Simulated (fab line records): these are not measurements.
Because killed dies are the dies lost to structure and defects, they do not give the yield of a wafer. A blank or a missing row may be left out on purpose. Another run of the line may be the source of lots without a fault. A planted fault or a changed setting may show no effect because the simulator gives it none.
Matching of chambers | flow n5_finfet | 3 sister chambers for N5_BEOL_M0_SAQP_PECVD_03 on pecvd-02
The step deposits SiCN from 3MS/NH3, target thk 12 nm, time 21.1 s. 6 wafers are shown with their chamber, then 7 later ones without.

## WAFERS, EACH WITH ITS CHAMBER
wafer  | chamber | showerhead_plenum_p_Torr (Torr) | throttle_valve_pct (%)
L082.1 | 0       | 3.661                           | 9.4
L083.5 | 2       | 3.648                           | 8.8
L086.3 | 0       | 3.655                           | 9.7
L086.4 | 1       | 3.689                           | 9.7
L089.4 | 2       | 3.643                           | 8.6
L089.5 | 1       | 3.696                           | 9.8

## WAFERS WITHOUT THEIR CHAMBER
wafer  | showerhead_plenum_p_Torr (Torr) | throttle_valve_pct (%)
L089.6 | 3.653                           | 9.5
L095.1 | 3.641                           | 9.0
L095.3 | 3.696                           | 9.7
L095.4 | 3.639                           | 8.8
L096.1 | 3.646                           | 9.0
L096.3 | 3.692                           | 9.5
L096.4 | 3.651                           | 8.7

## WHICH CHAMBER EACH ONE RAN IN
wafer  | from the rows above | in truth
L089.6 | 0                   | 0
L095.1 | 2                   | 2
L095.3 | 1                   | 1
L095.4 | 2                   | 2
L096.1 | 2                   | 2
L096.3 | 1                   | 1
L096.4 | 2                   | 2
Correctly placed: 7 of 7. Left unplaced by these rows: 0. Number placed wrongly: 0.
How it was worked out, from the rows above alone: a wafer's distance from a chamber is the root of the sum, over the readings, of the square of ((its reading less the chamber's mean) divided by the reading's scatter). The wafer belongs to the nearest chamber; if the next one is less than 2 further off, it can't be placed. A chamber's mean is the mean of its shown wafers. The scatter: the root of (the sum of the squares of (reading less its chamber's mean) over the shown wafers, divided by (wafers less chambers)).
